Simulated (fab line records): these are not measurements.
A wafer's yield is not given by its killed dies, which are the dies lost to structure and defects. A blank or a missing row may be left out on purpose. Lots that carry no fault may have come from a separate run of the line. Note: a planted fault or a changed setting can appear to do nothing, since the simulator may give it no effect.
Which of the tools did it? ; flow nand_harc ; 12 lots, 36 wafers sampled, at 4 steps of a route of 1302

## WHAT EACH GAUGE READ, for each wafer
Not one reading of a measure or inspect step in the record can be checked against a usual standard deviation.

## TOOL THAT RAN EACH LOT (tool first, then ch and the chambers of the sampled wafers, then the start)
lot;NHARC_A_CHANNEL_HOLE_D1_ETCH_26;NHARC_A_CHANNEL_HOLE_D1_ETCH_44;NHARC_A_CHANNEL_FILL_D1_ALD_02;NHARC_A_CHANNEL_FILL_D1_ETCHBACK_19
L610;har_etch-01 ch 0,1, day 8 20:31;rie_diel-11 ch 0,1,2, day 8 21:26;ald_hk-03 ch 0,1,3, day 8 23:20;rie_si-03 ch 1,2,3, day 9 23:25
L609;har_etch-02 ch 0,1, day 8 20:39;rie_diel-02 ch 0,1, day 8 21:37;ald_hk-03 ch 0,2,3, day 8 23:50;rie_si-01 ch 1,2,3, day 9 23:27
L613;har_etch-02 ch 0,1, day 10 09:33;rie_diel-11 ch 0,2,3, day 10 10:26;ald_hk-02 ch 0,3, day 10 11:36;rie_si-01 ch 0,1, day 11 12:20
L614;har_etch-02 ch 0,1, day 10 23:05;rie_diel-11 ch 0,1, day 11 00:02;ald_hk-03 ch 0,1, day 11 01:14;rie_si-01 ch 1,2, day 12 01:26
L616;har_etch-02 ch 0,1, day 11 15:22;rie_diel-13 ch 0,1, day 11 16:17;ald_hk-01 ch 1,3, day 11 17:32;rie_si-05 ch 0,2,3, day 12 17:38
L619;har_etch-02 ch 0,1, day 12 17:04;rie_diel-02 ch 0,1,2, day 12 17:59;ald_hk-01 ch 0,1,2, day 12 19:09;rie_si-03 ch 1,2,3, day 13 18:17
L621;har_etch-01 ch 0,1, day 13 08:00;rie_diel-02 ch 0,1,2, day 13 08:56;ald_hk-01 ch 0,1,3, day 13 10:12;rie_si-03 ch 0,1,2, day 14 09:07
L628;har_etch-01 ch 0,1, day 16 14:59;rie_diel-11 ch 0,1,2, day 16 15:55;ald_hk-02 ch 0,1,2, day 16 17:35;rie_si-05 ch 0,3, day 17 18:55
L629;har_etch-01 ch 0,1, day 16 22:58;rie_diel-11 ch 2,3, day 16 23:57;ald_hk-01 ch 0,1,3, day 17 01:23;rie_si-03 ch 0,2,3, day 18 03:26
L630;har_etch-01 ch 0,1, day 17 11:07;rie_diel-11 ch 1,2, day 17 12:03;ald_hk-02 ch 1,2, day 17 13:13;rie_si-03 ch 0,1,2, day 18 13:19
L631;har_etch-02 ch 0, day 17 22:08;rie_diel-02 ch 0,1,3, day 17 23:08;ald_hk-03 ch 0,2,3, day 18 00:19;rie_si-03 ch 0,1,2, day 19 00:18
L632;har_etch-01 ch 0,1, day 18 18:23;rie_diel-11 ch 0,1,3, day 18 19:21;ald_hk-03 ch 0,2,3, day 18 20:44;rie_si-03 ch 0,1,2, day 19 22:21
- NHARC_A_CHANNEL_HOLE_D1_ETCH_26: etches the open film in C4F8/O2/Ar, time 224.1 s, target depth 300 nm.
- NHARC_A_CHANNEL_HOLE_D1_ETCH_44: etches the open film in CF4/O2, target depth 140 nm, overetch 14 nm, time 77 s.
- NHARC_A_CHANNEL_FILL_D1_ALD_02: deposits SiO2, target thk 6 nm, pulse time 10 s, ald cycles 60.
- NHARC_A_CHANNEL_FILL_D1_ETCHBACK_19: etches the open film in HBr/Cl2, target depth 5 nm, time 1.7 s.

## WHAT THE TOOLS THEMSELVES READ (means of the sampled wafers that have a number; where no wafer has one, the mark that the record gives instead)
NHARC_A_CHANNEL_HOLE_D1_ETCH_26. Usual: drypump_motor_current_A 5.8 A, standard deviation 0.52; showerhead_plenum_p_Torr 3.61 Torr, standard deviation 0.13; throttle_valve_pct 24.584 %, standard deviation 0.0089.
lot;tool;drypump_motor_current_A (A);showerhead_plenum_p_Torr (Torr);throttle_valve_pct (%);flag
L610;har_etch-01;6.3;3.59;24.590;
L609;har_etch-02;5.3;3.72;24.587;
L613;har_etch-02;5.3;3.71;24.588;
L614;har_etch-02;5.6;3.60;24.580;
L616;har_etch-02;5.3;3.70;24.585;
L619;har_etch-02;5.6;3.59;24.584;
L621;har_etch-01;6.1;3.59;24.588;
L628;har_etch-01;6.2;3.53;24.593;
L629;har_etch-01;6.1;3.56;24.587;
L630;har_etch-01;6.3;3.52;24.576;
L631;har_etch-02;5.1;3.75;24.583;
L632;har_etch-01;6.1;3.55;24.576;

NHARC_A_CHANNEL_HOLE_D1_ETCH_44. Usual: drypump_motor_current_A 5.9 A, standard deviation 0.4; oes_product_au 1.000 a.u., standard deviation 0.011; rf_vpp_V 197.8 V, standard deviation 1.7; showerhead_plenum_p_Torr 1.33 Torr, standard deviation 0.064; throttle_valve_pct 13.397 %, standard deviation 0.0086.
lot;tool;drypump_motor_current_A (A);oes_product_au (a.u.);rf_vpp_V (V);showerhead_plenum_p_Torr (Torr);throttle_valve_pct (%);flag
L610;rie_diel-11;6.0;1.004;197.9;1.33;13.395;
L609;rie_diel-02;5.5;1.007;197.1;1.31;13.400;
L613;rie_diel-11;6.0;1.005;196.5;1.35;13.401;
L614;rie_diel-11;6.3;1.013;197.4;1.29;13.405;
L616;rie_diel-13;6.2;0.999;198.5;1.37;13.406;
L619;rie_diel-02;5.6;1.007;196.7;1.31;13.395;
L621;rie_diel-02;5.6;1.009;197.6;1.31;13.394;
L628;rie_diel-11;6.1;0.996;197.0;1.33;13.394;
L629;rie_diel-11;5.7;0.997;198.6;1.33;13.402;
L630;rie_diel-11;5.9;1.001;197.0;1.28;13.401;
L631;rie_diel-02;5.4;0.996;197.9;1.35;13.401;
L632;rie_diel-11;6.1;0.997;197.5;1.31;13.395;

NHARC_A_CHANNEL_FILL_D1_ALD_02. Usual: heater_power_outer_w 256 W, standard deviation 24; heater_power_w 464 W, standard deviation 39; precursor_pulse_height_rel 1.000, standard deviation 0.018.
lot;tool;heater_power_outer_w (W);heater_power_w (W);precursor_pulse_height_rel;flag
L610;ald_hk-03;263;480;1.008;
L609;ald_hk-03;255;468;0.997;
L613;ald_hk-02;287;485;1.001;
L614;ald_hk-03;265;477;0.991;
L616;ald_hk-01;261;482;0.997;
L619;ald_hk-01;255;474;1.017;
L621;ald_hk-01;267;483;1.025;
L628;ald_hk-02;259;480;0.995;
L629;ald_hk-01;260;475;0.989;
L630;ald_hk-02;248;476;1.000;
L631;ald_hk-03;250;454;1.017;
L632;ald_hk-03;250;459;1.018;

NHARC_A_CHANNEL_FILL_D1_ETCHBACK_19. Usual: drypump_motor_current_A 5.8 A, standard deviation 0.52; oes_product_au 0.998 a.u., standard deviation 0.011; throttle_valve_pct 26.406 %, standard deviation 0.0085.
lot;tool;drypump_motor_current_A (A);oes_product_au (a.u.);throttle_valve_pct (%);flag
L610;rie_si-03;5.6;1.000;26.398;
L609;rie_si-01;5.8;1.002;26.402;
L613;rie_si-01;6.1;0.999;26.405;
L614;rie_si-01;6.1;1.003;26.410;
L616;rie_si-05;5.6;0.998;26.408;
L619;rie_si-03;5.6;0.997;26.410;
L621;rie_si-03;5.9;0.995;26.400;
L628;rie_si-05;5.8;0.998;26.407;
L629;rie_si-03;5.8;0.991;26.412;
L630;rie_si-03;6.0;0.990;26.402;
L631;rie_si-03;5.9;0.991;26.402;
L632;rie_si-03;5.9;0.994;26.405;

## THE ANSWER, worked out from the rows above alone
Rule: lot off if the mean of its wafers having a number is beyond 3 standard deviations from the usual mean. Also off: a lot with no number at a reading for which 4 or more lots have one. The other lots that the step has rows for count as sound. After the gauges, taken in route order, come the tools' own readings; for these a lot's mean is taken, as printed above. At the first step where some lot is off, the reading lying furthest off is the one used; lots without a number count as furthest.
Across all readings shown, no lot is off: no conclusion can be drawn from this.

## WHAT THE SIMULATOR HAD INSERTED
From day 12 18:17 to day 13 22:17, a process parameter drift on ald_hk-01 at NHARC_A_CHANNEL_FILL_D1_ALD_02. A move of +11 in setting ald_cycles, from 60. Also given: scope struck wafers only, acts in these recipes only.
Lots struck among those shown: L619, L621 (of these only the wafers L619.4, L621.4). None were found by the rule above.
